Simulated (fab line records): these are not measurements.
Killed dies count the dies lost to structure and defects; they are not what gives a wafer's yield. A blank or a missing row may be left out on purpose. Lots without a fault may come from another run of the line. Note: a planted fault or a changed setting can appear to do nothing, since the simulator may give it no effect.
Chamber matching | flow n5Finfet | rieDiel-01 running N5_BEOL_M3_ETCH_74: 4 sister chambers
The step etches underlayer in N2/H2, target depth 6.5 nm, time 5.2 s. 4 wafers are shown with their chamber, then 11 later ones without.

## WAFERS WITH THEIR CHAMBER
wafer  | chamber | drypumpMotorCurrentA (A)
L076.4 | 2       | 5.6
L085.5 | 0       | 5.1
L085.6 | 3       | 5.4
L086.1 | 1       | 6.0

## WAFERS WHOSE CHAMBER IS MISSING
wafer  | drypumpMotorCurrentA (A)
L086.2 | 5.1
L086.3 | 5.4
L087.1 | 5.1
L087.3 | 5.4
L087.5 | 6.0
L089.1 | 5.5
L089.2 | 5.1
L089.5 | 5.1
L095.3 | 5.5
L095.4 | 5.4
L095.5 | 5.4

## THE CHAMBER EACH PASSED THROUGH
wafer  | from the rows above     | in truth
L086.2 | 0                       | 0
L086.3 | 3                       | 3
L087.1 | 0                       | 0
L087.3 | 3                       | 3
L087.5 | 1                       | 1
L089.1 | can't be placed: 2 or 3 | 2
L089.2 | 0                       | 0
L089.5 | 0                       | 0
L095.3 | can't be placed: 2 or 3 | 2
L095.4 | 3                       | 3
L095.5 | 3                       | 3
Correctly placed: 9 of 11. Can't be placed from these rows: 2 (the true chamber is among the candidates in 2). Number placed wrongly: 0.
How it was worked out, from the rows above alone: a wafer's distance from a chamber is the root of the sum, over the readings, of the square of ((its reading less the chamber's mean) divided by the reading's scatter). The wafer belongs to the nearest chamber; if the next one is less than 2 further off, it can't be placed. The mean given for a chamber averages the wafers shown for that chamber. The scatter: root of mean squared gap, hidden wafer to nearest shown wafer, with one shown wafer a chamber.
